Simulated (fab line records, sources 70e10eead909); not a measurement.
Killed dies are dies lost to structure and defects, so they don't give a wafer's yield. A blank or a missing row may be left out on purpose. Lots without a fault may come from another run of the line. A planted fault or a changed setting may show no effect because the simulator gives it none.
Which tool did it? | flow nand_harc | 9 lots, 27 wafers sampled, at 7 steps of a route of 1302

WHAT THE GAUGES READ, wafer by wafer
NHARC_A_CHANNEL_HOLE_D2_CD_MEAS_31. Usual: cd_nm 90.6 nm, standard deviation 1.4.
lot  | measured     | on        | cd_nm (nm)     | flag
L692 | day 13 11:58 | cd_sem-02 | 90.7 92.5 89.9 |
L695 | day 15 03:17 | cd_sem-03 | 92.5 89.2 91.4 |
L699 | day 16 15:52 | cd_sem-03 | -0.4 1.4 1.5   | OFF
L702 | day 17 05:51 | cd_sem-01 | 0.9 2.0 1.9    | OFF
L701 | day 17 10:01 | cd_sem-01 | 1.5 0.8 1.9    | OFF
L710 | day 21 02:14 | cd_sem-01 | 90.5 90.4 90.2 |
L711 | day 21 02:50 | cd_sem-01 | 88.8 88.3 92.0 |
L714 | day 22 12:44 | cd_sem-01 | 91.5 92.3 91.8 |
L715 | day 22 20:33 | cd_sem-03 | 90.7 92.2 91.4 |

NHARC_END_SORT_01. Usual: killed_at_array 53, standard deviation 20; killed_at_other 1, standard deviation 1.2; killed_at_periphery 3.7, standard deviation 2.6; killed_dies 58, standard deviation 20; killed_open 3.5, standard deviation 1.8; killed_short 2.4, standard deviation 1.7.
lot  | measured     | on        | killed_at_array | killed_at_other | killed_at_periphery | killed_dies | killed_open | killed_short | flag
L699 | day 27 22:25 | prober-01 | 664 669 672     | 1 1 1           | 12 7 4              | 677 677 677 | 8 7 4       | 5 1 3        | OFF
L702 | day 28 06:58 | prober-02 | 673 669 670     | 1 1 4           | 3 7 3               | 677 677 677 | 4 1 2       | 0 0 3        | OFF
L701 | day 28 06:10 | prober-01 | 675 673 673     | 1 2 3           | 1 2 1               | 677 677 677 | 8 1 7       | 0 4 1        | OFF
L714 | day 34 00:17 | prober-02 | 33 36 68        | 0 0 1           | 3 2 1               | 36 38 70    | 1 3 4       | 1 3 4        |
L715 | day 33 05:26 | prober-01 | 56 55 42        | 2 1 0           | 11 4 7              | 69 60 49    | 5 4 4       | 2 0 1        |

WHICH TOOL RAN EACH LOT (tool, then ch and the chambers of the sampled wafers, then the start)
lot  | NHARC_A_CHANNEL_HOLE_D2_ETCH_39               | NHARC_A_CHANNEL_HOLE_D2_ETCH_23  | NHARC_A_CHANNEL_HOLE_D2_ETCH_24  | NHARC_A_CHANNEL_HOLE_D2_ETCH_27  | NHARC_A_CHANNEL_HOLE_D2_XSEM_32
L692 | rie_diel-04 ch 0,2,3, day 13 07:53 or earlier | har_etch-01 ch 0,1, day 13 07:53 | har_etch-01 ch 0,1, day 13 08:35 | har_etch-01 ch 0,1, day 13 10:25 | xsem-01 ch 0, day 13 12:03
L695 | rie_diel-04 ch 0,2, day 14 23:11 or earlier   | har_etch-01 ch 0,1, day 14 23:11 | har_etch-01 ch 0,1, day 14 23:53 | har_etch-01 ch 0,1, day 15 01:44 | xsem-02 ch 0, day 15 03:23
L699 | rie_diel-04 ch 0,3, day 16 11:52 or earlier   | har_etch-01 ch 0,1, day 16 11:52 | har_etch-01 ch 0,1, day 16 12:35 | har_etch-01 ch 0,1, day 16 14:21 | xsem-02 ch 0, day 16 15:58
L702 | rie_diel-04 ch 0,2,3, day 17 01:59 or earlier | har_etch-01 ch 0,1, day 17 01:59 | har_etch-01 ch 0,1, day 17 02:42 | har_etch-01 ch 0,1, day 17 04:22 | xsem-01 ch 0, day 17 05:56
L701 | rie_diel-02 ch 1,3, day 17 06:03 or earlier   | har_etch-01 ch 0,1, day 17 06:03 | har_etch-01 ch 0,1, day 17 06:45 | har_etch-01 ch 0,1, day 17 08:30 | xsem-02 ch 0, day 17 10:07
L710 | rie_diel-04 ch 0,1,3, day 20 22:22 or earlier | har_etch-02 ch 0,1, day 20 22:22 | har_etch-02 ch 0,1, day 20 23:05 | har_etch-02 ch 0,1, day 21 00:46 | xsem-01 ch 0, day 21 02:20
L711 | rie_diel-02 ch 1,2, day 20 22:52 or earlier   | har_etch-01 ch 0,1, day 20 22:52 | har_etch-01 ch 0,1, day 20 23:34 | har_etch-01 ch 0,1, day 21 01:19 | xsem-02 ch 0, day 21 02:55
L714 | rie_diel-04 ch 0,2, day 22 08:46 or earlier   | har_etch-01 ch 1, day 22 08:46   | har_etch-01 ch 1, day 22 09:29   | har_etch-01 ch 1, day 22 11:14   | xsem-01 ch 0, day 22 12:50
L715 | rie_diel-01 ch 0,1,2, day 22 16:28 or earlier | har_etch-01 ch 0,1, day 22 16:28 | har_etch-01 ch 0,1, day 22 17:10 | har_etch-01 ch 0,1, day 22 19:01 | xsem-02 ch 0, day 22 20:38
- NHARC_A_CHANNEL_HOLE_D2_ETCH_39: etches the open film in N2/H2, target depth 260 nm, time 325 s.
- NHARC_A_CHANNEL_HOLE_D2_ETCH_23: etches the open film in C4F8/O2/Ar, time 819 s, target depth 1600 nm.
- NHARC_A_CHANNEL_HOLE_D2_ETCH_24: etches the open film in C4F8/O2/Ar, time 906.2 s, target depth 1500 nm.
- NHARC_A_CHANNEL_HOLE_D2_ETCH_27: etches the open film in C4F8/O2/Ar, time 90 s, target depth 400 nm.
- NHARC_A_CHANNEL_HOLE_D2_XSEM_32

WHAT THE TOOLS THEMSELVES READ (means of the sampled wafers that have a number; where no wafer has one, the mark that the record gives instead)
NHARC_A_CHANNEL_HOLE_D2_ETCH_39. Usual: bias_w 150.0 W, standard deviation 0.4; chamber_pressure_mTorr 30.006 mTorr, standard deviation 0.029; drypump_motor_current_A 5.8 A, standard deviation 0.48; oes_product_au 1.002 a.u., standard deviation 0.0083; rf_vpp_V 431.5 V, standard deviation 3; showerhead_plenum_p_Torr 2.08 Torr, standard deviation 0.1; throttle_valve_pct 14.174 %, standard deviation 0.0094.
lot  | tool        | bias_w (W) | chamber_pressure_mTorr (mTorr) | drypump_motor_current_A (A) | oes_product_au (a.u.) | rf_vpp_V (V) | showerhead_plenum_p_Torr (Torr) | throttle_valve_pct (%) | flag
L692 | rie_diel-04 | 149.7      | 30.011                         | 5.9                         | 1.007                 | 432.6        | 2.16                            | 14.176                 |
L695 | rie_diel-04 | 149.8      | 29.990                         | 5.9                         | 1.008                 | 434.1        | 2.17                            | 14.174                 |
L699 | rie_diel-04 | 150.5      | 30.007                         | 6.3                         | 1.006                 | 433.8        | 2.14                            | 14.168                 |
L702 | rie_diel-04 | 149.7      | 29.990                         | 5.9                         | 1.012                 | 432.8        | 2.16                            | 14.163                 |
L701 | rie_diel-02 | 149.8      | 29.972                         | 5.6                         | 0.998                 | 432.3        | 2.08                            | 14.177                 |
L710 | rie_diel-04 | 149.8      | 29.998                         | 6.0                         | 1.003                 | 433.4        | 2.15                            | 14.171                 |
L711 | rie_diel-02 | 150.1      | 30.011                         | 6.0                         | 1.004                 | 426.7        | 1.94                            | 14.168                 |
L714 | rie_diel-04 | 149.7      | 30.004                         | 5.9                         | 1.005                 | 434.6        | 2.16                            | 14.176                 |
L715 | rie_diel-01 | 149.7      | 30.001                         | 5.8                         | 1.007                 | 429.5        | 2.02                            | 14.181                 |

NHARC_A_CHANNEL_HOLE_D2_ETCH_23. Usual: c4f8_flow_sccm 89.31 sccm, standard deviation 0.25; chamber_pressure_mTorr 20.001 mTorr, standard deviation 0.018; drypump_motor_current_A 5.79 A, standard deviation 0.13; showerhead_plenum_p_Torr 3.67 Torr, standard deviation 0.15; throttle_valve_pct 32.155 %, standard deviation 0.0091.
lot  | tool        | c4f8_flow_sccm (sccm) | chamber_pressure_mTorr (mTorr) | drypump_motor_current_A (A) | showerhead_plenum_p_Torr (Torr) | throttle_valve_pct (%) | flag
L692 | har_etch-01 | 89.30                 | 20.001                         | 5.90                        | 3.61                            | 32.159                 |
L695 | har_etch-01 | 89.38                 | 19.988                         | 5.88                        | 3.65                            | 32.161                 |
L699 | har_etch-01 | -                     | -                              | -                           | -                               | -                      | OFF
L702 | har_etch-01 | -                     | -                              | -                           | -                               | -                      | OFF
L701 | har_etch-01 | -                     | -                              | -                           | -                               | -                      | OFF
L710 | har_etch-02 | 89.38                 | 20.007                         | 5.62                        | 3.91                            | 32.158                 |
L711 | har_etch-01 | 89.35                 | 19.979                         | 5.88                        | 3.60                            | 32.151                 |
L714 | har_etch-01 | 89.38                 | 20.006                         | 5.85                        | 3.63                            | 32.157                 |
L715 | har_etch-01 | 89.24                 | 19.992                         | 5.88                        | 3.59                            | 32.155                 |

NHARC_A_CHANNEL_HOLE_D2_ETCH_24. Usual: c4f8_flow_sccm 93.79 sccm, standard deviation 0.27; chamber_pressure_mTorr 20.000 mTorr, standard deviation 0.019; drypump_motor_current_A 5.79 A, standard deviation 0.13; showerhead_plenum_p_Torr 3.66 Torr, standard deviation 0.15; throttle_valve_pct 32.236 %, standard deviation 0.0096.
lot  | tool        | c4f8_flow_sccm (sccm) | chamber_pressure_mTorr (mTorr) | drypump_motor_current_A (A) | showerhead_plenum_p_Torr (Torr) | throttle_valve_pct (%) | flag
L692 | har_etch-01 | 93.56                 | 20.003                         | 5.91                        | 3.61                            | 32.240                 |
L695 | har_etch-01 | 93.99                 | 20.006                         | 5.88                        | 3.65                            | 32.245                 |
L699 | har_etch-01 | 93.86                 | 20.019                         | 5.93                        | 3.59                            | 32.238                 |
L702 | har_etch-01 | 93.53                 | 20.003                         | 5.87                        | 3.63                            | 32.241                 |
L701 | har_etch-01 | 93.91                 | 19.991                         | 5.88                        | 3.63                            | 32.234                 |
L710 | har_etch-02 | 93.75                 | 19.992                         | 5.65                        | 3.90                            | 32.243                 |
L711 | har_etch-01 | 93.66                 | 19.998                         | 5.89                        | 3.60                            | 32.238                 |
L714 | har_etch-01 | 93.77                 | 19.995                         | 5.85                        | 3.63                            | 32.230                 |
L715 | har_etch-01 | 93.68                 | 20.031                         | 5.87                        | 3.59                            | 32.233                 |

NHARC_A_CHANNEL_HOLE_D2_ETCH_27. Usual: bias_v 400 V, standard deviation 4.3; c4f8_flow_sccm 41.70 sccm, standard deviation 0.12; drypump_motor_current_A 5.79 A, standard deviation 0.13; showerhead_plenum_p_Torr 3.71 Torr, standard deviation 0.16; throttle_valve_pct 27.619 %, standard deviation 0.0092.
lot  | tool        | bias_v (V) | c4f8_flow_sccm (sccm) | drypump_motor_current_A (A) | showerhead_plenum_p_Torr (Torr) | throttle_valve_pct (%) | flag
L692 | har_etch-01 | 400        | 41.79                 | 5.92                        | 3.65                            | 27.619                 |
L695 | har_etch-01 | 397        | 41.58                 | 5.87                        | 3.69                            | 27.629                 |
L699 | har_etch-01 | 397        | 41.66                 | 5.93                        | 3.63                            | 27.619                 |
L702 | har_etch-01 | 402        | 41.61                 | 5.89                        | 3.67                            | 27.619                 |
L701 | har_etch-01 | 401        | 41.65                 | 5.88                        | 3.67                            | 27.615                 |
L710 | har_etch-02 | 405        | 41.78                 | 5.65                        | 3.95                            | 27.623                 |
L711 | har_etch-01 | 394        | 41.65                 | 5.89                        | 3.64                            | 27.620                 |
L714 | har_etch-01 | 401        | 41.69                 | 5.84                        | 3.67                            | 27.617                 |
L715 | har_etch-01 | 397        | 41.64                 | 5.87                        | 3.63                            | 27.622                 |

NHARC_A_CHANNEL_HOLE_D2_XSEM_32. Usual: bot_cd_nm 75.2 nm, standard deviation 1.6; bow_nm 8.64 nm, standard deviation 0.21; tilt_deg 0.07 degrees, standard deviation 0.046.
lot  | tool    | bot_cd_nm (nm) | bow_nm (nm) | tilt_deg (degrees) | flag
L692 | xsem-01 | 74.7           | 8.85        | 0.16               |
L695 | xsem-02 | 76.2           | 8.40        | 0.06               |
L699 | xsem-02 | 1.2            | 0.64        | 0.00               | OFF
L702 | xsem-01 | 2.5            | 0.39        | 0.09               | OFF
L701 | xsem-02 | 1.1            | 0.33        | 0.06               | OFF
L710 | xsem-01 | 75.3           | 8.47        | 0.09               |
L711 | xsem-02 | 73.8           | 8.68        | 0.02               |
L714 | xsem-01 | 75.9           | 8.70        | 0.04               |
L715 | xsem-02 | 75.3           | 8.66        | 0.03               |

THE ANSWER, worked out from the rows above alone
Rule: a lot is off if the mean of its wafers that have a number lies more than 3 standard deviations from the usual mean. A lot without any number at a reading at which 4 lots or more have one is off too. The other lots that the step has rows for count as sound. The gauges are gone through in route order, then the tools' own readings, and for those a lot's mean is taken as printed above. The first step at which some lot is off is used, and at that step the reading that is off furthest; a lot without a number counts as furthest.
Off: L699, L702, L701, at NHARC_A_CHANNEL_HOLE_D2_CD_MEAS_31 (cd_nm).
A tool fits if, at a process step before that reading, it ran every lot that is off, and no sound lot after the first of them. The gauges at NHARC_A_CHANNEL_HOLE_D2_CD_MEAS_31 aren't tried: what is off there is off at NHARC_END_SORT_01 too, on other tools, and a gauge's error can't cause that. NHARC_A_CHANNEL_HOLE_D2_ETCH_39 gives no start for some lots, so the hours and the order of its lots are those of NHARC_A_CHANNEL_HOLE_D2_ETCH_23. None of those tried fits.

WHAT THE SIMULATOR HAD PUT IN
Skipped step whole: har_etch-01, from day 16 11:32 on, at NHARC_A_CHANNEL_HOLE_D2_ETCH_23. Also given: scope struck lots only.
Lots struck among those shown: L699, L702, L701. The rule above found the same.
